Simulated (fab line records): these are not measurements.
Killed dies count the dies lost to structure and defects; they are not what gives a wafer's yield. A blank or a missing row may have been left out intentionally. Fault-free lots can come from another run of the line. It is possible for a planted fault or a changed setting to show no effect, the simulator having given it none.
The tool behind it: which one? | flow nandHarc | 11 lots, 33 wafers sampled, at 5 steps of a route of 1302

## WHAT THE GAUGES READ, wafer by wafer
NHARC_END_SORT_01.
lot  | measured     | on        | killedAtArray
L939 | day 25 04:04 | prober-02 | 82 81 59
L941 | day 26 10:28 | prober-01 | 78 59 63
L944 | day 27 01:59 | prober-02 | 57 43 57
L945 | day 27 09:34 | prober-01 | 68 59 48
L951 | day 30 15:02 | prober-01 | 671 675 671
L953 | day 31 01:58 | prober-02 | 675 675 675

## TOOL THAT RAN EACH LOT (tool first, then ch and the chambers of the sampled wafers, then the start)
lot  | NHARC_A_CONTACT_ETCH_127           | NHARC_A_CONTACT_ETCH_128           | NHARC_A_CONTACT_ETCH_130           | NHARC_A_CONTACT_ETCH_97
L937 | harCapEtch-01 ch 0,1, day 21 01:07 | harCapEtch-01 ch 0,1, day 21 01:18 | harCapEtch-01 ch 0,1, day 21 01:39 | rieDiel-07 ch 0,1,3, no start
L939 | harCapEtch-03 ch 0,1, day 22 20:00 | harCapEtch-03 ch 0,1, day 22 20:11 | harCapEtch-03 ch 0,1, day 22 20:32 | rieDiel-07 ch 0,1,3, day 25 04:04 or earlier
L941 | harCapEtch-03 ch 0,1, day 23 21:47 | harCapEtch-03 ch 0,1, day 23 21:58 | harCapEtch-03 ch 0,1, day 23 22:19 | rieDiel-07 ch 0,1,3, day 26 10:28 or earlier
L943 | harCapEtch-02 ch 0, day 24 07:47   | harCapEtch-02 ch 0, day 24 07:58   | harCapEtch-02 ch 0, day 24 08:19   | rieDiel-04 ch 0,2, no start
L944 | harCapEtch-01 ch 0,1, day 24 17:38 | harCapEtch-01 ch 0,1, day 24 17:48 | harCapEtch-01 ch 0,1, day 24 18:10 | rieDiel-07 ch 0,1,3, day 27 01:59 or earlier
L945 | harCapEtch-03 ch 0,1, day 24 21:04 | harCapEtch-03 ch 0,1, day 24 21:14 | harCapEtch-03 ch 0,1, day 24 21:35 | rieDiel-01 ch 0,2,3, day 27 09:34 or earlier
L946 | harCapEtch-02 ch 0,1, day 25 10:34 | harCapEtch-02 ch 0,1, day 25 10:45 | harCapEtch-02 ch 0,1, day 25 11:06 | rieDiel-01 ch 0,1,2, no start
L951 | harCapEtch-01 ch 0,1, day 28 07:37 | harCapEtch-01 ch 0,1, day 28 07:47 | harCapEtch-01 ch 0,1, day 28 08:08 | rieDiel-01 ch 2,3, day 28 09:37
L953 | harCapEtch-02 ch 0, day 28 14:56   | harCapEtch-02 ch 0, day 28 15:06   | harCapEtch-02 ch 0, day 28 15:28   | rieDiel-07 ch 0,2,3, day 31 01:58 or earlier
L959 | harCapEtch-03 ch 0,1, day 30 21:43 | harCapEtch-03 ch 0,1, day 30 21:53 | harCapEtch-03 ch 0,1, day 30 22:14 | rieDiel-01 ch 0,1,2, day 30 23:41
L960 | harCapEtch-01 ch 1, day 31 00:33   | harCapEtch-01 ch 1, day 31 00:43   | harCapEtch-01 ch 1, day 31 01:04   | rieDiel-04 ch 1,3, no start
- NHARC_A_CONTACT_ETCH_127: etches the open film in C4F8/O2/Ar, time 197 s, target depth 1918 nm.
- NHARC_A_CONTACT_ETCH_128: etches the open film in C4F8/O2/Ar, time 197 s, target depth 1918 nm.
- NHARC_A_CONTACT_ETCH_130: etches the open film in C4F8/O2/Ar, time 197 s, target depth 1918 nm.
- NHARC_A_CONTACT_ETCH_97: etches the open film in C4F6/O2, target depth 20 nm, time 10 s.

## THE ANSWER, worked out from the rows above alone
Rule: what is usual is taken from the lots themselves. Put in order of their means at a reading, lots are off if they are a third of the lots or fewer, leave a main group of 4 or more, and stand apart from it by a gap of 3 or more times the standard deviation of the main group's means; of several such gaps the widest counts. The tables above print the reading to a certain number of digits; a main group whose means all agree to those digits is not used. A lot without any number at a reading at which 4 lots or more have one is off too. The other lots that the step has rows for count as sound.
Off: L951, L953, at NHARC_END_SORT_01 (killedAtArray). Main group: mean 63, sd 8.2. Neither off nor sound, because the step has no rows for them: L937, L943, L946, L959, L960.
If a tool, at a process step before that reading, ran all the lots that are off and no sound lot after the first of them, it fits. The gauges at NHARC_END_SORT_01 are tried like those tools. With no start given for some of its lots, NHARC_A_CONTACT_ETCH_97 uses the hours and lot order of NHARC_END_SORT_01. No candidate that was tried fits.

## WHAT THE SIMULATOR HAD INSERTED
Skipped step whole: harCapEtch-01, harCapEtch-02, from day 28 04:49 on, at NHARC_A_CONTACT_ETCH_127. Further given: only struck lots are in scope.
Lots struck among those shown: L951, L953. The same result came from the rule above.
